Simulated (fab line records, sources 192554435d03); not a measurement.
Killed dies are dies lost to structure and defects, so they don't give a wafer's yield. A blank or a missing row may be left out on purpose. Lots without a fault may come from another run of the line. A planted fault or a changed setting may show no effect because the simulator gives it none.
fab line records | flow n5_finfet | part 1 of 2: steps 1 to 20 of 30
record lots=5 wafers=15 last_day=19
route steps=1938 shown HKMG_FIN@456 GATE_CUT@465
lots that met no fault: from a run of the same line without faults
start_h: hours from the record's first day to the start of the lot's first wafer shown | wait_h: hours since the lot's step before | " the same as in the row above | L1.1+2: a row that stands for several wafers | - no value, or no start given | * or withheld: withheld | < > ~ a bound
route shown NAME@n: a module of which the file shows steps, and the number in the route of the first | usual: mean/standard deviation of fault-free wafers | same: alike in all rows | chamber/n: place in a boat | sites: the reading at each site | _std_site: their standard deviation | _edge_site: outer sites' mean less inner sites' | radius_mm: how far each site lies from the wafer's centre | mask NAME#n: copy n | behind: the tool/chamber that last shaped the wafer | hold: why the lot was held/for how many hours/how that ended | device: the transistor (n, p or np) that didn't switch | end of line: the same wafers' tests at the end of the route | a step without rows: its recipe alone | killed: dies lost to structure and defects at the first sort, not the wafer's yield | map: a wafer's dies, x killed, . not, _ none there
set.NAME: the setting as run; set.NAME@STEP: as run at that earlier step | model.NAME: the simulator's own value behind a step, which no gauge read
lots at some steps of the route; a table a step, a row a wafer
services: from which hour (start_h, from the record's first day; less than 0 if before it) a tool's chamber was out of use, for how many hours, and why
## steps
# step N5_HKMG_FIN_ALD_21
# recipe material=TiN target_thk_a=15 temp_c=400 ald_precursor_family=TiCl4 ald_co_reactant=NH3 pulse_time_s=1 purge_time_s=3 co_reactant_purge_time_s=2 co_reactant_pulse_time_s=2 ald_cycles=68 pressure_torr=3
# usual heater_power_w=873/63 precursor_pulse_height_rel=1.000/0.02
# same purge_time_s=3
# columns lot.wafer tool chamber start_h wait_h heater_power_w precursor_pulse_height_rel
L087.1 ald_metal-04 3 159.58 0.3 906 1.017
L087.2 " 2 " " 870 0.992
L087.3 " 0 " " 831 1.013
L089.2 ald_metal-02 2 170.92 0.3 852 1.016
L089.4 " 3 " " 802 0.995
L089.6 " 0 " " 863 1.012
L091.2 ald_metal-04 0 182.88 0.3 847 0.988
L091.4 " 3 " " 884 1.009
L091.5 " 1 " " 750 1.030
L093.2 ald_metal-01 0 194.78 0.3 912 1.017
L093.4 " 3 " " 852 0.973
L093.6 " 1 " " 958 0.958
L097.2 ald_metal-01 1 218.65 0.3 936 1.010
L097.4 " 0 " " 899 0.976
L097.6 " 2 " " 956 1.001
# step N5_HKMG_FIN_ALD_72
# recipe material=W target_thk_a=20 temp_c=300 pressure_torr=7.5 ald_precursor_family=WF6 ald_co_reactant=B2H6 pulse_time_s=1 purge_time_s=2 co_reactant_purge_time_s=2 co_reactant_pulse_time_s=3 ald_cycles=7
# usual heater_power_w=494/29 precursor_pulse_height_rel=0.998/0.02
# same purge_time_s=2
# columns lot.wafer tool chamber start_h wait_h heater_power_w precursor_pulse_height_rel
L087.1 cvd_w-02 1 159.95 0.2 538 1.013
L087.2 " 0 " " 469 0.963
L087.3 " 0 " " 473 0.998
L089.2 cvd_w-02 0 171.30 0.2 471 0.996
L089.4 " 1 " " 512 0.995
L089.6 " 0 " " 456 0.995
L091.2 cvd_w-02 0 183.24 0.2 475 0.961
L091.4 " 1 " " 537 0.965
L091.5 " 1 " " 544 0.986
L093.2 cvd_w-02 0 195.16 0.2 477 1.043
L093.4 " 0 " " 482 1.003
L093.6 " 0 " " 479 1.004
L097.2 cvd_w-01 1 219.01 0.2 502 1.025
L097.4 " 1 " " 485 1.020
L097.6 " 1 " " 487 1.017
# step N5_HKMG_FIN_W_FILL_22
# recipe material=W target_thk_a=600 temp_c=400 pressure_torr=39.4 time_s=18.2
# usual heater_power_w=883/50 throttle_valve_pct=19.38/0.26
# columns lot.wafer tool chamber start_h wait_h heater_power_w throttle_valve_pct
L087.1 cvd_w-02 1 160.01 0.0 910 19.75
L087.2 " 0 " " 856 19.33
L087.3 " 0 " " 854 19.05
L089.2 cvd_w-02 0 171.36 0.0 851 19.38
L089.4 " 1 " " 963 19.79
L089.6 " 0 " " 841 19.20
L091.2 cvd_w-02 0 183.31 0.0 839 19.43
L091.4 " 1 " " 954 19.37
L091.5 " 1 " " 965 19.62
L093.2 cvd_w-02 0 195.28 0.1 850 19.21
L093.4 " 0 " " 839 19.20
L093.6 " 0 " " 836 19.38
L097.2 cvd_w-01 1 219.07 0.0 856 19.44
L097.4 " 1 " " 869 19.50
L097.6 " 1 " " 857 19.65
# step N5_HKMG_FIN_PRECLEAN_83
# recipe chemistry=DIW time_s=57.5 temp_c=23
# columns lot.wafer tool chamber start_h wait_h
L087.1+2+3 wet_bench-03 1,7,6 160.07 0.0
L089.2+4+6 wet_bench-04 1,4,5 171.43 0.1
L091.2+4+5 wet_bench-04 4,7,2 183.36 0.0
L093.2+4+6 wet_bench-04 6,4,2 195.35 0.1
L097.2+4+6 wet_bench-03 4,5,6 219.13 0.0
# step N5_HKMG_FIN_SRD_84
# recipe dry_time_s=32 dry=n2_spin spin_rpm=1500
# columns lot.wafer tool chamber start_h wait_h
L087.1+2+3 wet_bench-03 1,7,6 160.08 0.0
L089.2+4+6 wet_bench-04 1,4,5 171.45 0.0
L091.2+4+5 wet_bench-04 4,7,2 183.38 0.0
L093.2+4+6 wet_bench-04 6,4,2 195.37 0.0
L097.2+4+6 wet_bench-03 4,5,6 219.15 0.0
# step N5_HKMG_FIN_CMP_23
# recipe stop_on=SiNx t_overpolish_s=10 post_cmp_clean=rinse_only down_force_psi=4 platen_rpm=50.289 pad_velocity_m_s=1.0006 target_thk_nm=46.326
# usual motor_current_A=12.1/1.1 overpolish_run_s=9.97/0.25 time_to_endpoint_s=12.8/2.6
# columns lot.wafer tool chamber start_h wait_h motor_current_A overpolish_run_s time_to_endpoint_s
L087.2 cmp-04 0 160.20 0.1 11.6 10.02 14.2
L087.1 " 1 " " 12.3 9.99 11.8
L087.3 " 2 " " 13.2 10.01 10.9
L089.4 cmp-02 2 171.48 0.0 9.9 10.01 14.4
L089.2 " 0 " " 15.1 10.01 11.0
L089.6 " 3 " " 12.4 9.99 14.8
L091.2 cmp-04 0 183.50 0.1 12.2 10.01 13.8
L091.4 " 1 " " 13.0 10.00 13.5
L091.5 " 0 " " 12.6 9.99 12.3
L093.2 cmp-04 3 195.40 0.0 11.8 9.99 10.5
L093.4 " 0 " " 12.3 9.97 12.5
L093.6 " 0 " " 12.2 10.01 12.5
L097.2 cmp-03 2 219.26 0.1 11.1 10.00 11.3
L097.4 " 0 " " 13.6 10.00 6.2
L097.6 " 2 " " 10.8 9.99 12.9
# step N5_HKMG_FIN_CMP_94
# recipe stop_on=SiNx post_cmp_clean=w_dilute_nh4oh t_overpolish_s=4.7 down_force_psi=4 platen_rpm=50.289 pad_velocity_m_s=1.0006 target_thk_nm=43.299
# usual motor_current_A=12.1/1.1
# columns lot.wafer tool chamber start_h wait_h motor_current_A
L087.2 cmp-04 0 160.63 0.3 12.9
L087.1 " 1 " " 12.9
L087.3 " 2 " " 12.2
L089.4 cmp-02 2 171.96 0.4 10.1
L089.2 " 0 " " 15.1
L089.6 " 3 " " 12.8
L091.2 cmp-04 0 183.93 0.3 11.6
L091.4 " 1 " " 12.7
L091.5 " 0 " " 12.3
L093.2 cmp-04 3 195.88 0.4 11.6
L093.4 " 0 " " 12.2
L093.6 " 0 " " 12.3
L097.2 cmp-03 2 219.69 0.3 10.1
L097.4 " 0 " " 13.2
L097.6 " 2 " " 11.0
# step N5_HKMG_FIN_INSPECT_28
# recipe inspect_instrument=darkfield mode=post_cmp
# usual raw_defect_count=41/18
# columns lot.wafer tool chamber start_h wait_h raw_defect_count
L087.1 defect_inspect-01 - 160.83 0.0 17
L087.2 " - " " 85
L087.3 " - " " 31
L089.2 defect_inspect-01 - 172.20 0.0 40
L089.4 " - " " 41
L089.6 " - " " 29
L091.2 defect_inspect-02 - 184.13 0.0 40
L091.4 " - " " 31
L091.5 " - " " 38
L093.2 defect_inspect-01 - 196.12 0.0 49
L093.4 " - " " 38
L093.6 " - " " 36
L097.2 defect_inspect-02 - 219.89 0.0 50
L097.4 " - " " 31
L097.6 " - " " 24
# step N5_GATE_CUT_ETCHBACK_00
# recipe chemistry=SF6/Cl2 target=W pressure_mtorr=8 icp_w=900 bias_w=80 SF6_flow_sccm=40 Cl2_flow_sccm=60
# usual drypump_motor_current_A=5.7/0.35 oes_product_au=0.77/0.14 throttle_valve_pct=27.7/0.31
# columns lot.wafer tool chamber start_h wait_h drypump_motor_current_A oes_product_au rf_hours_counter_h throttle_valve_pct
L087.1 rie_metal-03 0 160.86 0.0 5.8 0.58 133 27.4
L087.2 " 1 " " 5.7 0.60 133 27.7
L087.3 " 0 " " 5.7 0.58 - 27.4
L089.2 rie_metal-01 1 172.23 0.0 6.0 0.92 6 27.6
L089.4 " 0 " " 5.6 0.84 - 27.6
L089.6 " 1 " " 6.0 0.93 - 27.6
L091.2 rie_metal-01 0 184.16 0.0 5.5 0.83 16 27.6
L091.4 " 0 " " 5.6 0.83 - 27.5
L091.5 " 0 " " 5.6 0.83 - 27.5
L093.2 rie_metal-01 1 196.15 0.0 6.0 0.92 8 27.6
L093.4 " 0 " " 5.6 0.83 - 27.5
L093.6 " 1 " " 6.0 0.92 - 27.6
L097.2 rie_metal-02 0 219.93 0.0 5.8 0.63 123 28.3
L097.4 " 1 " " 4.8 0.67 - 28.1
L097.6 " 0 " " 5.8 0.63 - 28.3
# step N5_GATE_CUT_ETCH_56
# recipe chemistry=Cl2/Ar target=TiN target_depth_a=216 pressure_mtorr=10 icp_w=600 bias_w=60 Cl2_flow_sccm=40 Ar_flow_sccm=60
# usual drypump_motor_current_A=5.7/0.35 oes_product_au=0.77/0.13 throttle_valve_pct=20.91/0.3
# columns lot.wafer tool chamber start_h wait_h drypump_motor_current_A oes_product_au rf_hours_counter_h throttle_valve_pct
L087.1 rie_metal-03 0 160.98 0.1 5.8 0.59 133 20.61
L087.2 " 1 " " 5.7 0.57 133 21.03
L087.3 " 0 " " 5.7 0.59 - 20.61
L089.2 rie_metal-01 1 172.35 0.1 6.0 0.89 6 20.99
L089.4 " 0 " " 5.6 0.83 - 20.75
L089.6 " 1 " " 6.0 0.89 - 20.98
L091.2 rie_metal-01 0 184.28 0.1 5.6 0.83 16 20.74
L091.4 " 0 " " 5.6 0.83 - 20.75
L091.5 " 0 " " 5.6 0.83 - 20.73
L093.2 rie_metal-01 1 196.27 0.1 6.1 0.87 9 20.99
L093.4 " 0 " " 5.6 0.82 - 20.76
L093.6 " 1 " " 6.0 0.87 - 20.99
L097.2 rie_metal-02 0 220.05 0.1 5.8 0.63 124 21.50
L097.4 " 1 " " 4.8 0.69 - 21.06
L097.6 " 0 " " 5.8 0.63 - 21.49
# step N5_GATE_CUT_ETCHBACK_30
# recipe chemistry=Cl2/Ar target=TiN target_depth_a=30 mode=isotropic pressure_mtorr=10 icp_w=600 bias_w=60 Cl2_flow_sccm=40 Ar_flow_sccm=60
# usual drypump_motor_current_A=5.7/0.35 oes_product_au=0.76/0.13 throttle_valve_pct=20.91/0.3
# columns lot.wafer tool chamber start_h wait_h drypump_motor_current_A oes_product_au rf_hours_counter_h throttle_valve_pct
L087.1 rie_metal-03 0 161.07 0.1 5.7 0.59 133 20.61
L087.2 " 1 " " 5.7 0.58 133 21.05
L087.3 " 0 " " 5.7 0.59 - 20.60
L089.2 rie_metal-01 1 172.44 0.1 6.0 0.88 6 21.01
L089.4 " 0 " " 5.6 0.83 - 20.77
L089.6 " 1 " " 6.0 0.89 - 21.01
L091.2 rie_metal-01 0 184.37 0.1 5.6 0.82 16 20.76
L091.4 " 0 " " 5.6 0.83 - 20.75
L091.5 " 0 " " 5.6 0.82 - 20.74
L093.2 rie_metal-01 1 196.36 0.1 6.0 0.87 9 21.01
L093.4 " 0 " " 5.6 0.82 - 20.76
L093.6 " 1 " " 6.0 0.88 - 20.98
L097.2 rie_metal-02 0 220.14 0.1 5.8 0.63 124 21.50
L097.4 " 1 " " 4.8 0.69 - 21.06
L097.6 " 0 " " 5.8 0.63 - 21.50
# step N5_GATE_CUT_VAPOR_ETCH_60
# recipe chemistry=BCl3/Cl2 target=HfO2 mode=isotropic
# usual drypump_motor_current_A=5.7/0.35 oes_product_au=0.77/0.14
# columns lot.wafer tool chamber start_h wait_h drypump_motor_current_A oes_product_au
L087.1 rie_metal-03 0 161.10 0.0 5.7 0.57
L087.2 " 1 " " 5.7 0.60
L087.3 " 0 " " 5.7 0.57
L089.2 rie_metal-01 1 172.47 0.0 6.0 0.92
L089.4 " 0 " " 5.6 0.85
L089.6 " 1 " " 6.0 0.93
L091.2 rie_metal-01 0 184.40 0.0 5.6 0.84
L091.4 " 0 " " 5.6 0.84
L091.5 " 0 " " 5.6 0.84
L093.2 rie_metal-01 1 196.39 0.0 6.0 0.90
L093.4 " 0 " " 5.6 0.84
L093.6 " 1 " " 6.0 0.90
L097.2 rie_metal-02 0 220.17 0.0 5.8 0.64
L097.4 " 1 " " 4.8 0.68
L097.6 " 0 " " 5.8 0.64
# step N5_GATE_CUT_ETCH_58
# recipe chemistry=CH3F/O2 target=SiNx target_depth_a=170 time_s=128.6 ion_energy_ev=50 pressure_mtorr=30 source_w=415 bias_w=21 Ar_flow_sccm=150 CH3F_flow_sccm=30 O2_flow_sccm=20
# usual O2_flow_sccm=20.00/0.06 drypump_motor_current_A=5.78/0.29 oes_product_au=0.77/0.066 rf_vpp_V=99.1/1 showerhead_plenum_p_Torr=1.99/0.076 throttle_valve_pct=16.30/0.24
# columns lot.wafer tool chamber start_h wait_h O2_flow_sccm drypump_motor_current_A oes_product_au rf_hours_counter_h rf_vpp_V showerhead_plenum_p_Torr throttle_valve_pct
L087.1 rie_diel-05 0 161.16 0.0 19.97 5.76 0.74 179 98.0 1.98 16.38
L087.2 " 1 " " 20.03 5.17 0.73 167 98.9 1.90 16.57
L087.3 " 3 " " 20.03 5.77 0.86 80 98.3 1.94 15.91
L089.2 rie_diel-06 0 172.52 0.0 20.05 5.86 0.76 145 99.4 2.10 16.42
L089.4 " 2 " " 19.96 6.01 0.75 121 99.5 1.92 16.31
L089.6 " 2 " " 20.04 6.00 0.75 - 99.2 1.92 16.32
L091.2 rie_diel-06 2 184.45 0.0 19.99 6.03 0.73 125 99.0 1.92 16.31
L091.4 " 1 " " 20.07 6.25 0.73 211 96.9 1.89 16.12
L091.5 " 1 " " 20.04 6.25 0.73 - 97.9 1.89 16.12
L093.2 rie_diel-01 1 196.49 0.1 19.99 6.07 0.84 73 99.0 2.04 16.39
L093.4 " 1 " " 19.99 6.08 0.84 - 98.9 2.04 16.38
L093.6 " 2 " " 19.98 5.67 0.71 - 97.9 2.07 16.58
L097.2 rie_diel-05 2 220.25 0.1 20.08 5.69 0.67 242 99.6 1.97 16.75
L097.4 " 3 " " 19.96 5.75 0.83 98 98.1 1.93 15.94
L097.6 " 2 " " 19.94 5.67 0.67 - 99.7 1.97 16.73
# step N5_GATE_CUT_STRIP_59
# recipe chemistry=N2/H2 time_s=20 power_w=100 temp_c=40 pressure_mtorr=100 rf_frequency_hz=6e+07 bias_power_w=3 n2_flow_sccm=300 h2_flow_sccm=300
# usual drypump_motor_current_A=5.79/0.29 oes_product_au=0.78/0.063 rf_vpp_V=45.2/0.89 showerhead_plenum_p_Torr=3.36/0.11 throttle_valve_pct=12.21/0.25
# columns lot.wafer tool chamber start_h wait_h drypump_motor_current_A oes_product_au rf_hours_counter_h rf_vpp_V showerhead_plenum_p_Torr throttle_valve_pct
L087.1 rie_diel-05 0 161.26 0.1 5.80 0.74 179 45.5 3.34 12.28
L087.2 " 1 " " 5.16 0.72 167 44.5 3.21 12.32
L087.3 " 3 " " 5.77 0.84 81 44.4 3.29 11.82
L089.2 rie_diel-06 0 172.62 0.1 5.91 0.77 145 45.5 3.50 12.29
L089.4 " 2 " " 6.03 0.76 121 44.6 3.29 12.46
L089.6 " 2 " " 6.00 0.77 - 45.7 3.29 12.45
L091.2 rie_diel-06 2 184.56 0.1 6.05 0.77 125 45.5 3.29 12.46
L091.4 " 1 " " 6.30 0.74 212 44.4 3.23 12.12
L091.5 " 1 " " 6.26 0.73 - 44.5 3.23 12.12
L093.2 rie_diel-01 1 196.60 0.1 6.16 0.82 73 46.0 3.43 12.24
L093.4 " 1 " " 6.12 0.83 - 46.6 3.43 12.25
L093.6 " 2 " " 5.66 0.70 - 46.0 3.50 12.54
L097.2 rie_diel-05 2 220.36 0.1 5.68 0.69 242 45.6 3.32 12.63
L097.4 " 3 " " 5.77 0.83 98 45.2 3.28 11.88
L097.6 " 2 " " 5.69 0.69 - 44.7 3.32 12.65
# step N5_GATE_CUT_PRECLEAN_31
# recipe temp_c=23 chemistry=DIW time_s=300
# columns lot.wafer tool chamber start_h wait_h
L087.1+2+3 wet_bench-05 6,1,7 161.34 0.1
L089.2+4+6 wet_bench-01 0,1,7 172.71 0.1
L091.2+4+5 wet_bench-01 5,7,1 184.64 0.1
L093.2+4+6 wet_bench-02 0,2,7 196.68 0.1
L097.2+4+6 wet_bench-02 7,0,5 220.44 0.1
# step N5_GATE_CUT_SRD_32
# recipe time_s=30 temp_c=23 rinse_liquid=diw dry=ipa_marangoni
# columns lot.wafer tool chamber start_h wait_h
L087.1+2+3 wet_bench-05 6,1,7 161.43 0.0
L089.2+4+6 wet_bench-01 0,1,7 172.79 0.0
L091.2+4+5 wet_bench-01 5,7,1 184.72 0.0
L093.2+4+6 wet_bench-02 0,2,7 196.76 0.0
L097.2+4+6 wet_bench-02 7,0,5 220.52 0.0
# step N5_GATE_CUT_SAC_CAP_01
# recipe material=SiNx target_thk_a=240 temp_c=400 ald_precursor_family=SiH2I2 ald_co_reactant=N2/H2-plasma pulse_time_s=1 ald_cycles=480 purge_time_s=2 co_reactant_purge_time_s=2 pressure_torr=2
# usual heater_power_w=810/45 precursor_pulse_height_rel=0.996/0.021
# same purge_time_s=2
# columns lot.wafer tool chamber start_h wait_h heater_power_w precursor_pulse_height_rel
L087.1 ald_sin-02 2 162.30 0.9 914 0.995
L087.2 " 1 " " 792 1.008
L087.3 " 3 " " 857 0.986
L089.2 ald_sin-03 3 172.84 0.0 715 0.990
L089.4 " 2 " " 801 1.020
L089.6 " 1 173.92 1.1 841 0.996
L091.2 ald_sin-01 3 185.07 0.3 796 0.974
L091.4 " 1 " " 837 0.987
L091.5 " 0 186.16 1.4 766 1.018
L093.2 ald_sin-01 3 196.92 0.1 771 0.964
L093.4 " 1 " " 823 1.027
L093.6 " 0 198.00 1.2 787 1.001
L097.2 ald_sin-03 1 220.57 0.0 845 0.968
L097.4 " 3 " " 716 0.989
L097.6 " 2 221.66 1.1 815 1.026
# step N5_GATE_CUT_PECVD_57
# recipe material=SiNx target_thk_a=210 temp_c=400 precursor=SiH4/NH3/N2 pressure_torr=1.5 rf_w=300
# usual heater_power_w=767/96 showerhead_plenum_p_Torr=5.16/0.073 throttle_valve_pct=40.4/2.3
# columns lot.wafer tool chamber start_h wait_h heater_power_w showerhead_plenum_p_Torr throttle_valve_pct
L087.1 pecvd-02 0 164.49 1.1 886 5.21 39.4
L087.2 " 2 " " 771 5.17 42.1
L087.3 " 1 " " 616 5.17 42.7
L089.2 pecvd-04 1 175.03 1.1 697 5.22 43.8
L089.4 " 2 " " 830 5.06 36.5
L089.6 " 1 " " 716 5.22 43.6
L091.2 pecvd-02 1 187.26 1.1 669 5.17 42.6
L091.4 " 2 " " 707 5.18 42.3
L091.5 " 1 " " 658 5.17 42.6
L093.2 pecvd-04 1 199.11 1.1 654 5.21 43.5
L093.4 " 1 " " 661 5.21 43.7
L093.6 " 0 " " 829 5.04 38.9
L097.2 pecvd-03 1 222.76 1.1 628 5.19 40.4
L097.4 " 2 " " 760 5.16 39.1
L097.6 " 0 " " 711 5.25 39.9
# step N5_GATE_CUT_CMP_02
# recipe stop_on=SiO2 t_overpolish_s=12.7 post_cmp_clean=alkaline_brush down_force_psi=2.5 platen_rpm=51.8 pad_velocity_m_s=1.0307 target_thk_nm=0
# usual motor_current_A=9.3/1 overpolish_run_s=12.701/0.0092 time_to_endpoint_s=26/3.1
# columns lot.wafer tool chamber start_h wait_h motor_current_A overpolish_run_s time_to_endpoint_s
L087.1 cmp-01 1 164.57 0.1 10.6 12.687 29
L087.3 " 2 " " 10.3 12.701 25
L087.2 " 3 " " 9.3 12.709 22
L089.4 cmp-01 3 175.19 0.1 9.6 12.693 23
L089.2 " 0 " " 8.5 12.717 27
L089.6 " 2 " " 9.3 12.689 25
L091.2 cmp-01 3 187.34 0.1 9.3 12.704 18
L091.4 " 2 " " 10.4 12.699 23
L091.5 " 3 " " 9.1 12.716 20
L093.2 cmp-01 3 199.35 0.2 9.8 12.696 19
L093.4 " 1 " " 10.4 12.697 24
L093.6 " 2 " " 9.9 12.684 21
L097.4 cmp-03 2 222.88 0.1 7.9 12.703 28
L097.2 " 3 " " 8.8 12.732 27
L097.6 " 1 " " 9.2 12.697 28
# step N5_GATE_CUT_HM_DEP_46
# recipe material=SiO2 target_thk_a=1300 temp_c=400 precursor=TEOS/O2 pressure_torr=6.5 rf_w=900 teos_flow_sccm=161.4 gas=O2 flow_sccm=2650 time_s=26.6
# usual heater_power_w=569/100 showerhead_plenum_p_Torr=8.35/0.039 throttle_valve_pct=18.8/1
# columns lot.wafer tool chamber start_h wait_h heater_power_w showerhead_plenum_p_Torr throttle_valve_pct
L087.1 pecvd-04 1 164.92 0.0 507 8.42 20.2
L087.2 " 0 " " 739 8.28 17.9
L087.3 " 2 " " 723 8.30 17.3
L089.2 pecvd-03 1 175.45 0.0 424 8.37 18.8
L089.4 " 1 " " 441 8.36 18.9
L089.6 " 2 " " 624 8.39 18.2
L091.2 pecvd-04 1 187.67 0.0 456 8.37 20.4
L091.4 " 0 " " 727 8.29 18.6
L091.5 " 2 " " 734 8.29 17.3
L093.2 pecvd-03 1 199.65 0.0 395 8.35 19.1
L093.4 " 2 " " 551 8.38 18.0
L093.6 " 0 " " 433 8.41 18.8
L097.2 pecvd-04 1 223.17 0.0 576 8.39 20.4
L097.4 " 2 " " 752 8.31 17.1
L097.6 " 0 " " 721 8.27 18.4
